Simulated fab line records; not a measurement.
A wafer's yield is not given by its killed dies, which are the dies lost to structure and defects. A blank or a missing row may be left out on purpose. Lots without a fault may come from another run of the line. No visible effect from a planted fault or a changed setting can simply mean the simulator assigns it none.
A lot that was struck, set against a sound lot || flow n5-finfet || 39 steps out of a route of 1938
Sound: the wafers L415.1, L415.2, L415.4. Struck: wafer L412.5. (L412.2 of the same lot was not struck and is left out.) The cause comes at the end.
Per side, at each step with rows, come the tool, then ch with its chambers, and then its first start. Under that, the readings that differ: sound wafers || struck wafers || difference of the means || sigmas: that difference in standard deviations of wafers without a fault.
alike: same words and numbers on both sides, and readings whose means sit less than 2 such deviations apart. not compared: any withheld reading, any reading some wafer has no value for, any bound like >300 that may hide the same value, and any number with overlapping values for which the record gives no deviation.
A row with sigmas, a row that says differs or no value, or rows on one side alone: a step with any of these is where the two part. When numbers do not overlap yet have no deviation, they are printed without sigmas and do not part them. A reading missing from all wafers of one side parts the sides only when that side holds two or more wafers.

first, 10 steps without rows for these wafers: N5_MOL_CONTACT_COAG_SPUTTER_143 (material Co, target thk 2.5 nm); N5_MOL_CONTACT_COAG_CO_FILL_22 (material Co, precursor CCTBA/H2, target thk 20 nm); N5_MOL_CONTACT_COAG_ANNEAL_113 (time 300 s); N5_MOL_CONTACT_COAG_PRE_CLEAN_142 (time 60 s); N5_MOL_CONTACT_COAG_SPUTTER_130 (material Co, target thk 47.5 nm); N5_MOL_CONTACT_COAG_PRECLEAN_125 (cleans in DIW, time 57.5 s); N5_MOL_CONTACT_COAG_SRD_126 (dry time 32 s); N5_MOL_CONTACT_COAG_CMP_23 (polishes, stops on SiO2, t overpolish 1.5 s, target thk 0 nm); N5_MOL_CONTACT_COAG_WET_ETCH_26 (target Co, target depth 13 nm); N5_MOL_CONTACT_COAG_WET_ETCH_116 (etches the open film in SC1-inhibited, target depth 4.6 nm, rinse time 30 s).
N5_MOL_CONTACT_COAG_ALD_27: deposits SiOC, target thk 17 nm, pulse time 1.5 s, time 2720 s.
  sound on ald-sin-04 ch 1,2,3, day 10 18:13; struck on ald-sin-01 ch 1, day 10 01:23
{"reading": "ald-cycles", "sound": "340 340 340", "struck": 255, "difference": -85, "sigmas": ""}
{"reading": "run-length-s (s)", "sound": "2769.4 2770.1 2770.7", "struck": 2089.2, "difference": -680.9, "sigmas": "-99 or more"}
{"reading": "time-s (s)", "sound": "2720 2720 2720", "struck": 2040, "difference": -680, "sigmas": ""}
{"reading": "model.SiOC_of_MOL_CONTACT_COAG_ALD_27.thk-nm (nm)", "sound": "17 17 17", "struck": 12.8, "difference": -4.2, "sigmas": ""}
  alike: chamber-pressure-Torr, heater-power-w, precursor-pulse-height-rel
  not compared: since-wet-clean-h
N5_MOL_CONTACT_COAG_CMP_28: polishes, stops on SiNx, t overpolish 0.85 s, target thk 14.522 nm.
  sound on cmp-02 ch 1,2,3, day 10 19:47; struck on cmp-01 ch 0, day 10 02:59
{"reading": "model.SiOC_of_MOL_CONTACT_COAG_ALD_27.thk-nm (nm)", "sound": "13 13.8 13.4", "struck": 12.8, "difference": -0.6, "sigmas": ""}
  alike: edge-zone-pressure-frac, motor-current-A
then, 24 steps without rows for these wafers: N5_MOL_CONTACT_COAG_ALD_123 (deposits SiNx, target thk 5 nm, pulse time 1 s, purge time 2 s); N5_MOL_CONTACT_COAG_PECVD_31 (deposits SiO2 from TEOS/O2, target thk 46 nm, time 8.9 s); N5_MOL_CONTACT_COAG_COAT_75 (time 60 s, resist thk 60 nm); N5_MOL_CONTACT_COAG_COAT_76 (time 60 s, resist thk 10 nm); N5_MOL_CONTACT_COAG_COAT_77 (time 60 s, resist thk 10 nm); N5_MOL_CONTACT_COAG_COAT_78 (resist thk 40 nm); N5_MOL_CONTACT_COAG_EBR_80; N5_MOL_CONTACT_COAG_SOFTBAKE_79 (time 60 s); N5_MOL_CONTACT_COAG_EXPOSE_81 (exposes mask VG, defocus 0 nm); N5_MOL_CONTACT_COAG_PEB_82 (peb time 60 s); N5_MOL_CONTACT_COAG_DEVELOP_83 (develop time 30 s); N5_MOL_CONTACT_COAG_DESCUM_88 (chemistry O2, time 7 s); N5_MOL_CONTACT_COAG_ETCH_89 (etches underlayer in N2/H2, target depth 13 nm, time 10.4 s); N5_MOL_CONTACT_COAG_ETCH_90 (etches SiARC in CF4, target depth 13 nm, time 21.7 s); N5_MOL_CONTACT_COAG_ALD_131 (deposits SiO2, target thk 5 nm, pulse time 1 s, co reactant pulse time 1 s); N5_MOL_CONTACT_COAG_ETCHBACK_132 (etches SiO2 in CHF3, target depth 10 nm, time 6.7 s); N5_MOL_CONTACT_COAG_ETCH_91 (etches SOC in N2/H2, target depth 60 nm, overetch 21 nm, time 101.2 s); N5_MOL_CONTACT_COAG_STRIP_92 (strips in N2/H2); N5_MOL_CONTACT_COAG_STRIP_93 (strips in N2/H2); N5_MOL_CONTACT_COAG_ETCHBACK_135 (etches SiO2 in CHF3, target depth 25 nm, time 16.7 s); N5_MOL_CONTACT_COAG_STRIP_118 (strips in CHF3); N5_MOL_CONTACT_COAG_VIA_ETCH_46 (etches SiO2 in C4F6/O2, target depth 46 nm, overetch 9.2 nm, time 40 s); N5_MOL_CONTACT_COAG_STRIP_96 (strips in N2/H2); N5_MOL_CONTACT_COAG_ETCH_47 (etches SiNx in CH3F/O2, stops on W, target depth 27 nm).
N5_MOL_CONTACT_COAG_ETCH_48: etches SiOC in C4F6/O2, target depth 15 nm, overetch 4.5 nm, time 17 s.
  sound on rie-diel-04 ch 1,2,3, day 11 00:23; struck on rie-diel-02 ch 3, day 10 06:17
{"reading": "C4F6_flow_sccm (sccm)", "sound": "9.955 9.946 9.995", "struck": 10.055, "difference": "+0.090", "sigmas": "+3"}
{"reading": "model.etch.depth-nm (nm)", "sound": "13.04 13.7 13.35", "struck": 12.77, "difference": -0.59, "sigmas": ""}
  alike: drypump-motor-current-A, oes-product-au, rf-vpp-V, showerhead-plenum-p-Torr, throttle-valve-pct
  not compared: rf-hours-counter-h
-- a jump in the record: the struck wafers' starts before and after are 3 days apart (it breaks off in module MOL_CONTACT_COAG and resumes in module BEOL_M4, where the first step shown is number 1111 of the route) --
N5_BEOL_M4_RC_MEAS_101:
  sound on prober-02 ch 0, day 13 22:07; struck on prober-02 ch 0, day 13 04:42
{"reading": "IOFF_N (nA/um)", "sound": "0.12 0.12 0.23", "struck": 0.25, "difference": "+0.09", "sigmas": "+2"}
{"reading": "IOFF_P (nA/um)", "sound": "0.16 0.16 0.25", "struck": 0.32, "difference": "+0.13", "sigmas": "+3"}
{"reading": "VT_N (mV)", "sound": "254 254 246", "struck": 243, "difference": -8, "sigmas": -2}
{"reading": "VT_P (mV)", "sound": "-253 -255 -251", "struck": -245, "difference": "+8", "sigmas": "+2"}
  alike: DIBL_N, DIBL_P, ION_N, ION_P, SS_N, SS_P
-- here the record skips 5 days between the struck wafers' starts before and after, leaving off in module BEOL_M4 and picking up in module PASSIVATION (first step shown: number 1936 of the route) --
N5_PASSIVATION_PROBE_49:
  rows exist in the record for the struck wafers here (prober-01, day 17 22:23), but not for the sound ones

== WHERE THEY PART ==
At N5_MOL_CONTACT_COAG_ALD_27 first; at N5_PASSIVATION_PROBE_49 last (within this record only).

WHY: the cause the simulator had injected
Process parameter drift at N5_MOL_CONTACT_COAG_ALD_27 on ald-sin-01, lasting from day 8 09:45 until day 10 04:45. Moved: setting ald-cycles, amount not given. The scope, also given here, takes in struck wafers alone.
